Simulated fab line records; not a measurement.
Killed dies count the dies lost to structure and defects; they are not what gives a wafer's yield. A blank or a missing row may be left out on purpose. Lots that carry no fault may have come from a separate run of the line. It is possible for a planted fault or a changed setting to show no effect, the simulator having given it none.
fab line records ; flow n5-finfet
record lots=6; wafers=18; last-day=18
route steps=1938 shown WELL_APT@20 BEOL_M4@1111 PASSIVATION@1936
lots that met no fault: taken from a fault-free run of the same line
start-h: the number of hours between the record's first day and the start of the first shown wafer of the lot ; wait-h: time in hours since the lot's previous step ; " the same as in the row above ; L1.1+2: several wafers, shown together as one row ; - no value present, or no start provided ; * or withheld: withheld ; < > ~ a bound
route shown NAME@n: names a module that has steps shown in the file, with the first one's number in the route ; usual: mean/standard deviation of fault-free wafers ; same: alike in all rows ; chamber/n: place in a boat ; sites: readings site by site ; _std_site: the standard deviation of these ; _edge_site: mean of outer sites minus mean of inner sites ; radius-mm: how far each site lies from the wafer's centre ; mask NAME#n: copy n ; behind: tool/chamber where the wafer was last shaped ; hold: what put the lot on hold/how long, in hours/how the hold closed ; device: the transistor (n, p or np) that didn't switch ; end of line: tests of these same wafers at the route's end ; a step without rows: its recipe alone ; killed: at the first sort, the dies lost to defects and structure; wafer yield is something else ; map: a wafer's dies, x killed, . not, _ none there
set.NAME: setting as actually run; set.NAME@STEP: the setting as run at that earlier step ; model.NAME: the simulator's own value behind a step, which no gauge read
lots at selected steps of the route; one table per step, one row per wafer
services: from which hour (start-h, from the record's first day; less than 0 if before it) a tool's chamber was out of use, for how many hours, and why
## steps
# step N5_WELL_APT_HMDS_01
# recipe time-s=60; temp-c=120
# step N5_WELL_APT_COAT_02
# recipe spin-rpm=1357; resist-thk-nm=950
# step N5_WELL_APT_EBR_04
# recipe solvent=PGMEA; ebr-width-mm=1.5
# step N5_WELL_APT_SOFTBAKE_03
# recipe temp-c=130; time-s=60
# step N5_WELL_APT_EXPOSE_05
# recipe mask-id=NWELL; na=0.8; source-shape=conventional; sigma-outer=0.8; polarization=unpolarized; defocus-nm=0; target-cd-nm=200; dose-mj=20.3
# step N5_WELL_APT_PEB_06
# recipe peb-temp-c=130; peb-time-s=90
# step N5_WELL_APT_DEVELOP_07
# recipe develop-time-s=45; rinse-liquid=surfactant-rinse; dry=air-spin; dev-temp-c=21
# step N5_WELL_APT_HARDBAKE_12
# recipe temp-c=130; time-s=120
# step N5_WELL_APT_CD_MEAS_08
# recipe target-cd-nm=200; landing-energy-ev=500; detector=se-inlens
# usual cd-nm=199.1/1.9
lot.wafer;tool;chamber;start-h;wait-h;cd-nm
L907.2;cd-sem-02;0;19.68;-;200.7
L907.4;cd-sem-02;0;19.68;-;200.7
L907.5;cd-sem-02;0;19.68;-;197.7
L910.1;cd-sem-03;0;37.68;-;202.5
L910.2;cd-sem-03;0;37.68;-;202.3
L910.6;cd-sem-03;0;37.68;-;200.4
L915.2;cd-sem-02;0;67.68;-;196.8
L915.5;cd-sem-02;0;67.68;-;197.8
L915.6;cd-sem-02;0;67.68;-;198.9
L918.1;cd-sem-03;0;85.83;-;197.5
L918.2;cd-sem-03;0;85.83;-;197.8
L918.4;cd-sem-03;0;85.83;-;199.9
L920.1;cd-sem-02;0;97.81;-;198.0
L920.5;cd-sem-02;0;97.81;-;198.3
L920.6;cd-sem-02;0;97.81;-;199.7
L928.1;cd-sem-02;0;146.06;-;198.1
L928.2;cd-sem-02;0;146.06;-;199.1
L928.6;cd-sem-02;0;146.06;-;196.8
# step N5_WELL_APT_OVL_MEAS_09
# recipe points-per-wafer=44
# usual NWELL_OVL=3/5.5
lot.wafer;tool;chamber;start-h;wait-h;NWELL_OVL[nm]
L907.2;overlay-01;0;19.71;0.0;1
L907.4;overlay-01;0;19.71;0.0;-1
L907.5;overlay-01;0;19.71;0.0;-2
L910.1;overlay-01;0;37.71;0.0;1
L910.2;overlay-01;0;37.71;0.0;6
L910.6;overlay-01;0;37.71;0.0;1
L915.2;overlay-01;0;67.71;0.0;10
L915.5;overlay-01;0;67.71;0.0;3
L915.6;overlay-01;0;67.71;0.0;3
L918.1;overlay-01;0;85.86;0.0;-2
L918.2;overlay-01;0;85.86;0.0;7
L918.4;overlay-01;0;85.86;0.0;2
L920.1;overlay-01;0;97.84;0.0;-2
L920.5;overlay-01;0;97.84;0.0;4
L920.6;overlay-01;0;97.84;0.0;-2
L928.1;overlay-02;0;146.09;0.0;11
L928.2;overlay-02;0;146.09;0.0;5
L928.6;overlay-02;0;146.09;0.0;10
# step N5_WELL_APT_INSPECT_10
# recipe mode=adi; inspect-instrument=macro
# usual raw-defect-count=2.1/1.5
lot.wafer;tool;chamber;start-h;wait-h;raw-defect-count
L907.2;defect-inspect-01;-;19.74;0.0;2
L907.4;defect-inspect-01;-;19.74;0.0;0
L907.5;defect-inspect-01;-;19.74;0.0;2
L910.1;defect-inspect-02;-;37.73;0.0;2
L910.2;defect-inspect-02;-;37.73;0.0;1
L910.6;defect-inspect-02;-;37.73;0.0;2
L915.2;defect-inspect-01;-;67.73;0.0;0
L915.5;defect-inspect-01;-;67.73;0.0;2
L915.6;defect-inspect-01;-;67.73;0.0;0
L918.1;defect-inspect-01;-;85.88;0.0;2
L918.2;defect-inspect-01;-;85.88;0.0;1
L918.4;defect-inspect-01;-;85.88;0.0;0
L920.1;defect-inspect-02;-;97.86;0.0;3
L920.5;defect-inspect-02;-;97.86;0.0;1
L920.6;defect-inspect-02;-;97.86;0.0;3
L928.1;defect-inspect-02;-;146.12;0.0;3
L928.2;defect-inspect-02;-;146.12;0.0;1
L928.6;defect-inspect-02;-;146.12;0.0;2
# step N5_WELL_APT_DESCUM_13
# recipe chemistry=O2; time-s=7.9; source-power-w=50; bias-power-w=20; pressure-mtorr=20; rf-frequency-hz=2.712e+07; temp-c=40; o2-flow-sccm=225
# usual drypump-motor-current-A=5.7/0.48; oes-product-au=0.76/0.079; rf-vpp-V=244.2/1.1; showerhead-plenum-p-Torr=2.16/0.039; throttle-valve-pct=20.36/0.25
# same time-s=7.9
lot.wafer;tool;chamber;start-h;wait-h;drypump-motor-current-A;oes-product-au;rf-hours-counter-h;rf-vpp-V;showerhead-plenum-p-Torr;throttle-valve-pct
L907.2;rie-diel-05;2;19.77;0.0;5.9;0.73;197;244.0;2.15;20.46
L907.4;rie-diel-05;0;19.77;0.0;6.4;0.76;154;245.2;2.17;20.08
L907.5;rie-diel-05;0;19.77;0.0;6.4;0.76;-;244.2;2.17;20.07
L910.1;rie-diel-01;2;37.77;0.0;5.2;0.71;213;244.2;2.17;20.96
L910.2;rie-diel-01;0;37.77;0.0;6.3;0.78;130;245.0;2.19;20.27
L910.6;rie-diel-01;0;37.77;0.0;6.3;0.78;-;245.5;2.19;20.27
L915.2;rie-diel-05;3;67.77;0.0;5.7;0.69;211;242.5;2.07;20.77
L915.5;rie-diel-05;1;67.77;0.0;5.1;0.78;-;241.7;2.11;20.06
L915.6;rie-diel-05;0;67.77;0.0;6.4;0.74;-;244.8;2.16;20.10
L918.1;rie-diel-03;3;86.05;0.2;5.2;0.73;157;243.9;2.17;20.39
L918.2;rie-diel-03;2;86.05;0.2;5.3;0.72;183;242.9;2.18;20.22
L918.4;rie-diel-03;1;86.05;0.2;5.3;0.99;0;244.4;2.16;20.42
L920.1;rie-diel-03;1;97.93;0.1;5.3;0.95;6;244.3;2.16;20.45
L920.5;rie-diel-03;2;97.93;0.1;5.3;0.72;-;245.2;2.18;20.22
L920.6;rie-diel-03;1;97.93;0.1;5.3;0.94;-;243.3;2.16;20.43
L928.1;rie-diel-03;3;146.15;0.0;5.2;0.71;185;243.5;2.16;20.42
L928.2;rie-diel-03;2;146.15;0.0;5.3;0.69;210;245.9;2.17;20.25
L928.6;rie-diel-03;3;146.15;0.0;5.2;0.72;-;245.4;2.16;20.42
# step N5_WELL_APT_IMPLANT_14
# recipe species=P; energy-kev=160; dose-cm2=1.5e+13; tilt-deg=0; rotation-deg=0
# usual beam-energy-keV=159.99/0.048; beam-on-s=9.99/0.2; rotation-deg=0.000/0.02
lot.wafer;tool;chamber;start-h;wait-h;beam-energy-keV;beam-on-s;rotation-deg
L907.2;implanter-02;0;19.90;0.1;160.05;9.95;-0.004
L907.4;implanter-02;0;19.90;0.1;159.92;10.21;0.005
L907.5;implanter-02;0;19.90;0.1;159.97;10.36;0.004
L910.1;implanter-01;0;37.87;0.1;159.94;10.00;-0.006
L910.2;implanter-01;0;37.87;0.1;159.94;9.59;0.009
L910.6;implanter-01;0;37.87;0.1;159.93;9.87;0.005
L915.2;implanter-02;0;67.90;0.1;160.04;10.29;-0.009
L915.5;implanter-02;0;67.90;0.1;160.04;10.12;-0.008
L915.6;implanter-02;0;67.90;0.1;160.01;10.00;0.004
L918.1;implanter-01;0;86.15;0.1;159.95;10.13;0.005
L918.2;implanter-01;0;86.15;0.1;159.96;9.85;0.015
L918.4;implanter-01;0;86.15;0.1;160.03;10.20;0.022
L918.1;implanter-01;0;86.53;0.3;159.97;9.69;0.025
L918.2;implanter-01;0;86.53;0.3;160.07;9.63;0.016
L918.4;implanter-01;0;86.53;0.3;159.98;9.65;-0.008
L920.1;implanter-01;0;98.03;0.1;160.02;9.89;0.010
L920.5;implanter-01;0;98.03;0.1;160.06;9.93;0.008
L920.6;implanter-01;0;98.03;0.1;160.00;10.09;0.001
L920.1;implanter-01;0;98.41;0.3;159.96;9.76;0.024
L920.5;implanter-01;0;98.41;0.3;160.06;9.86;0.027
L920.6;implanter-01;0;98.41;0.3;160.06;10.15;0.025
L928.1;implanter-02;0;146.28;0.1;159.95;10.13;-0.033
L928.2;implanter-02;0;146.28;0.1;159.92;9.93;-0.018
L928.6;implanter-02;0;146.28;0.1;159.97;10.18;-0.008
# step N5_WELL_APT_IMPLANT_15
# recipe species=As; energy-kev=25; dose-cm2=1.5e+13; tilt-deg=0; rotation-deg=0
# step N5_BEOL_M4_RC_MEAS_101
# usual DIBL_N=37.0/1.7; DIBL_P=36.7/2; IOFF_N=0.17/0.035; IOFF_P=0.22/0.035; ION_N=672/12; ION_P=461/7.5; SS_N=71.6/0.67; SS_P=73.4/0.64; VT_N=250/3.5; VT_P=-250/3.5
lot.wafer;tool;chamber;start-h;wait-h;DIBL_N[mV/V];DIBL_P[mV/V];IOFF_N[nA/um];IOFF_P[nA/um];ION_N[uA/um];ION_P[uA/um];SS_N[mV/dec];SS_P[mV/dec];VT_N[mV];VT_P[mV]
L907.2;prober-01;0;169.06;0.2;36.6;36.5;0.17;0.27;679;468;71.9;73.0;251;-240
L907.4;prober-01;0;169.06;0.2;36.4;34.7;0.15;0.23;674;467;71.8;73.6;250;-244
L907.5;prober-01;0;169.06;0.2;36.4;35.1;0.17;0.24;673;467;71.2;72.9;251;-242
L910.1;prober-01;0;192.66;0.0;37.1;36.3;0.16;0.21;675;462;71.6;74.1;249;-247
L910.2;prober-01;0;192.66;0.0;37.1;35.7;0.15;0.19;662;453;71.2;73.9;252;-253
L910.6;prober-01;0;192.66;0.0;37.6;36.5;0.16;0.20;683;461;71.2;73.5;248;-251
L915.2;prober-01;0;219.60;0.2;36.3;36.8;0.15;0.20;679;467;71.2;73.0;252;-254
L915.5;prober-01;0;219.60;0.2;37.4;37.9;0.17;0.22;675;460;72.6;74.0;250;-252
L915.6;prober-01;0;219.60;0.2;38.9;38.5;0.20;0.22;676;459;72.7;73.7;248;-251
L918.1;prober-01;0;239.25;0.0;36.6;35.5;0.14;0.22;666;468;70.9;73.6;252;-247
L918.2;prober-01;0;239.25;0.0;37.4;36.2;0.15;0.22;674;466;71.3;73.0;253;-249
L918.4;prober-01;0;239.25;0.0;37.5;36.1;0.15;0.22;670;459;71.0;72.8;251;-250
L920.1;prober-02;0;247.50;0.0;36.1;37.4;0.15;0.22;665;455;71.6;74.4;250;-248
L920.5;prober-02;0;247.50;0.0;33.7;34.1;0.11;0.17;648;457;70.6;72.9;255;-254
L920.6;prober-02;0;247.50;0.0;37.5;38.2;0.17;0.25;670;458;71.2;73.5;250;-247
L928.1;prober-02;0;322.40;0.0;37.6;36.5;0.18;0.24;680;469;72.3;73.6;246;-248
L928.2;prober-02;0;322.40;0.0;36.5;35.1;0.15;0.22;673;466;72.0;72.8;250;-249
L928.6;prober-02;0;322.40;0.0;34.7;33.8;0.13;0.19;669;470;70.6;73.1;252;-249
# step N5_PASSIVATION_PROBE_49
# usual defect-limited-yield=91.1/1.3; killed_at_M0_to_M3=35/11; killed_at_M4_up=13/5.4; killed-at-contacts=14/6.5; killed-at-front-end=41/11; killed-at-other=4/3.1; killed-dies=106/15; killed-open=69/12; killed-short=35/7; sort_bin_5_function=5.2/0.86; sort_bin_6_memory=3.4/0.64; sort-n-pass=1074/15; sort-yield-pct=91.0/1.3
# same gross-dies=1180; killed-at-back-side=0; sort_bin_4_leakage[%]=0; sort_bin_8_speed[%]=0
lot.wafer;tool;chamber;start-h;wait-h;defect-limited-yield[%];killed_at_M0_to_M3;killed_at_M4_up;killed-at-contacts;killed-at-front-end;killed-at-other;killed-dies;killed-open;killed-short;sort_bin_5_function[%];sort_bin_6_memory[%];sort-n-pass;sort-yield-pct[%]
L907.2;prober-02;-;273.11;0.1;93.0;31;9;7;35;1;83;39;44;3.8;3.1;1097;93.0
L907.4;prober-02;-;273.21;0.2;92.2;29;16;9;38;0;92;60;30;4.2;3.1;1088;92.2
L907.5;prober-02;-;273.26;0.2;90.3;35;13;15;51;0;114;67;44;5.6;3.7;1066;90.3
L910.1;prober-02;-;293.44;0.0;90.4;32;11;16;50;4;113;71;40;6.2;3.3;1067;90.4
L910.2;prober-02;-;293.49;0.1;92.5;31;6;10;28;13;88;52;34;4.2;2.3;1092;92.5
L910.6;prober-02;-;293.69;0.3;92.1;34;7;16;29;7;93;67;23;4.9;2.8;1087;92.1
L915.2;prober-01;-;316.00;0.1;92.8;31;9;14;28;3;85;60;25;3.7;3.3;1095;92.8
L915.5;prober-01;-;316.15;0.2;91.4;12;8;20;51;11;102;76;26;5.9;2.7;1078;91.4
L915.6;prober-01;-;316.20;0.3;93.6;8;14;11;34;8;75;54;19;4.4;1.7;1105;93.6
L918.1;prober-02;-;336.43;0.0;90.5;31;10;10;44;17;112;70;40;5.6;3.8;1068;90.5
L918.2;prober-02;-;336.48;0.1;91.8;26;11;13;35;12;97;58;36;5.3;2.6;1083;91.8
L918.4;prober-02;-;336.58;0.2;91.4;31;12;15;38;5;101;69;30;4.4;3.7;1079;91.4
L920.1;prober-02;-;337.35;0.0;91.5;29;13;25;29;4;100;70;30;4.8;3.2;1080;91.5
L920.5;prober-02;-;337.55;0.2;92.6;19;10;32;25;1;87;62;23;4.6;2.5;1093;92.6
L920.6;prober-02;-;337.60;0.3;89.2;45;24;21;30;8;128;85;39;5.8;4.6;1052;89.2
L928.1;prober-02;-;434.62;0.0;91.4;23;16;11;50;1;101;50;49;4.0;4.2;1079;91.4
L928.2;prober-02;-;434.67;0.1;93.0;22;15;3;41;2;83;38;43;3.8;2.6;1097;93.0
L928.6;prober-02;-;434.87;0.3;91.0;42;8;5;49;2;106;59;47;5.4;3.1;1074;91.0
# killed by level:class
L907.2 BEOL_M1:geometric-particle:short=11 BEOL_M3:geometric-particle:open=8 FIN_SAQP:geometric-particle:short=7 BEOL_M3:geometric-particle:short=6 FIN_SAQP:geometric-particle:open=5 MOL_CONTACT_COAG:geometric-particle:short=4 STI_FIN_REVEAL:geometric-particle:open=4 STARTING-WAFER:geometric-particle:short=4
L907.4 BEOL_M4:geometric-particle:open=11 FIN_SAQP:geometric-particle:short=9 BEOL_M1:geometric-particle:open=8 BEOL_M3:geometric-particle:open=8 STI_FIN_REVEAL:geometric-particle:open=6 MOL_CONTACT_COAG:geometric-particle:open=5 GATE_CUT:geometric-particle:short=4 GATE_CUT:geometric-particle:open=4
L907.5 FIN_SAQP:geometric-particle:short=16 FIN_SAQP:geometric-particle:open=9 BEOL_M3:geometric-particle:open=9 MOL_CONTACT_COAG:geometric-particle:open=8 BEOL_M0:geometric-particle:short=7 STI_FIN_REVEAL:geometric-particle:open=6 DUMMY_GATE:geometric-particle:open=6 MOL_CONTACT_COAG:geometric-particle:short=6
L910.1 MOL_CONTACT_COAG:geometric-particle:open=15 BEOL_M0_SAQP:geometric-particle:open=11 STI_FIN_REVEAL:geometric-particle:open=9 BEOL_M0_SAQP:geometric-particle:short=9 FIN_SAQP:geometric-particle:open=7 GATE_CUT:geometric-particle:short=7 FIN_SAQP:geometric-particle:short=5 DUMMY_GATE:geometric-particle:open=5
L910.2 BEOL_M0_SAQP:geometric-particle:open=11 MOL_CONTACT_COAG:geometric-particle:open=8 BEOL_M0_SAQP:geometric-particle:short=6 BEOL_M2:geometric-particle:open=5 GATE_CUT:geometric-particle:short=4 PASS1_CAP:geometric-particle:open=4 FIN_SAQP:geometric-particle:short=3 STI_FIN_REVEAL:geometric-particle:open=3
L910.6 MOL_CONTACT_COAG:geometric-particle:open=13 STI_FIN_REVEAL:geometric-particle:open=9 BEOL_M0:geometric-particle:open=8 DUMMY_GATE:geometric-particle:open=6 BEOL_M0_SAQP:geometric-particle:short=6 FIN_SAQP:geometric-particle:open=5 BEOL_M0_SAQP:geometric-particle:open=4 BEOL_M3:geometric-particle:open=4
L915.2 BEOL_M3:geometric-particle:open=13 MOL_CONTACT_COAG:geometric-particle:open=10 FIN_SAQP:geometric-particle:open=9 BEOL_M0_SAQP:geometric-particle:short=7 DUMMY_GATE:geometric-particle:open=5 MOL_CONTACT_COAG:geometric-particle:short=4 STI_FIN_REVEAL:geometric-particle:open=3 BEOL_M1:geometric-particle:open=3
L915.5 MOL_CONTACT_COAG:geometric-particle:open=16 STI_FIN_REVEAL:geometric-particle:open=15 FIN_SAQP:geometric-particle:open=12 BEOL_M3:geometric-particle:open=6 STI_FIN_REVEAL:geometric-particle:short=5 MOL_CONTACT_COAG:geometric-particle:short=4 STARTING-WAFER:geometric-particle:short=4 BEOL_M8:geometric-particle:open=4
L915.6 FIN_SAQP:geometric-particle:open=6 STI_FIN_REVEAL:geometric-particle:open=6 MOL_CONTACT_COAG:geometric-particle:open=6 GATE_CUT:geometric-particle:short=4 MOL_CONTACT_COAG:geometric-particle:short=4 BEOL_M7:geometric-particle:open=4 BEOL_M8:geometric-particle:open=4 PAD_METAL:geometric-particle:short=4
L918.1 FIN_SAQP:geometric-particle:short=8 STI_FIN_REVEAL:geometric-particle:open=8 MOL_CONTACT_COAG:geometric-particle:open=7 BEOL_M3:geometric-particle:open=7 GATE_CUT:geometric-particle:short=6 BEOL_M0_SAQP:geometric-particle:short=6 BEOL_M1:geometric-particle:open=6 MIM_TOP:geometric-particle:open=6
L918.2 MOL_CONTACT_COAG:geometric-particle:open=11 BEOL_M2:geometric-particle:open=10 STI_FIN_REVEAL:geometric-particle:open=7 GATE_CUT:geometric-particle:short=6 MIM_TOP:geometric-particle:short=5 FIN_SAQP:geometric-particle:open=4 STI_FIN_REVEAL:geometric-particle:short=4 BEOL_M0_SAQP:geometric-particle:short=4
L918.4 STI_FIN_REVEAL:geometric-particle:open=17 MOL_CONTACT_COAG:geometric-particle:open=12 BEOL_M1:geometric-particle:open=8 BEOL_M2:geometric-particle:open=7 FIN_SAQP:geometric-particle:short=6 BEOL_M1:geometric-particle:short=5 GATE_CUT:geometric-particle:short=4 BEOL_M3:geometric-particle:open=4
L920.1 MOL_CONTACT_COAG:geometric-particle:open=18 BEOL_M0_SAQP:geometric-particle:open=9 BEOL_M3:geometric-particle:open=8 MOL_CONTACT_COAG:geometric-particle:short=7 STI_FIN_REVEAL:geometric-particle:open=6 BEOL_M4:geometric-particle:open=5 DUMMY_GATE:geometric-particle:open=4 ILD0:geometric-particle:short=4
L920.5 MOL_CONTACT_COAG:geometric-particle:open=26 STI_FIN_REVEAL:geometric-particle:open=7 BEOL_M0_SAQP:geometric-particle:short=7 MOL_CONTACT_COAG:geometric-particle:short=6 FIN_SAQP:geometric-particle:open=5 DUMMY_GATE:geometric-particle:open=4 BEOL_M0_SAQP:geometric-particle:open=4 STARTING-WAFER:geometric-particle:short=4
L920.6 MOL_CONTACT_COAG:geometric-particle:open=18 BEOL_M3:geometric-particle:open=11 BEOL_M0_SAQP:geometric-particle:open=10 BEOL_M0_SAQP:geometric-particle:short=10 BEOL_M4:geometric-particle:open=9 FIN_SAQP:geometric-particle:short=6 STI_FIN_REVEAL:geometric-particle:open=6 BEOL_M7:geometric-particle:open=5
L928.1 FIN_SAQP:geometric-particle:short=16 STI_FIN_REVEAL:geometric-particle:open=13 MOL_CONTACT_COAG:geometric-particle:open=10 BEOL_M0_SAQP:geometric-particle:short=10 FIN_SAQP:geometric-particle:open=6 BEOL_M4:geometric-particle:open=6 BEOL_M0_SAQP:geometric-particle:open=4 BEOL_M3:geometric-particle:open=4
L928.2 FIN_SAQP:geometric-particle:short=17 STI_FIN_REVEAL:geometric-particle:open=12 BEOL_M3:geometric-particle:short=9 BEOL_M0_SAQP:geometric-particle:short=6 BEOL_M0_SAQP:geometric-particle:open=5 ILD0:geometric-particle:short=4 FIN_SAQP:geometric-particle:open=3 MOL_CONTACT_COAG:geometric-particle:open=3
L928.6 STI_FIN_REVEAL:geometric-particle:open=25 BEOL_M0_SAQP:geometric-particle:short=20 BEOL_M0_SAQP:geometric-particle:open=7 FIN_SAQP:geometric-particle:short=6 STI_FIN_REVEAL:geometric-particle:short=6 BEOL_M3:geometric-particle:short=6 BEOL_M3:geometric-particle:open=5 ILD0:geometric-particle:open=3
## services
tool;chamber;start-h;hours;kind
rie-diel-05;1;-1.59;13.1;repair
rie-diel-01;-;5.16;0.7;repair
rie-diel-01;2;10.94;3.8;repair
rie-diel-05;3;32.21;6.5;repair
rie-diel-03;0;53.15;-;clean
rie-diel-03;0;53.15;-;consumable-replace:focus-ring
rie-diel-03;0;53.15;-;consumable-replace:showerhead
rie-diel-03;0;53.15;18.8;scheduled-down
rie-diel-03;0;53.15;18.8;vent-cycle
implanter-01;-;53.50;4.0;pm
implanter-02;-;63.33;4.0;pm
rie-diel-01;-;70.05;2.8;pm
rie-diel-03;1;72.51;-;clean
rie-diel-03;1;72.51;-;consumable-replace:focus-ring
rie-diel-03;1;72.51;12.8;scheduled-down
rie-diel-03;1;72.51;12.8;vent-cycle
rie-diel-05;1;96.03;9.1;repair
rie-diel-01;2;108.98;7.7;repair
rie-diel-03;0;131.31;33.0;repair
rie-diel-03;1;139.08;7.7;repair
implanter-02;-;139.76;3.7;repair
## key
first-sign step=N5_WELL_APT_IMPLANT_14; reading=visit; direction=added
effect none on later readings
met-at N5_WELL_APT_IMPLANT_14
struck-wafers L918.1,L918.2,L918.4,L920.1,L920.5,L920.6
fault kind=repeated-step-whole; tool=implanter-01,implanter-02; chamber=-; onset-h=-; steps=N5_WELL_APT_IMPLANT_14; times=1; scope=struck-lots-only
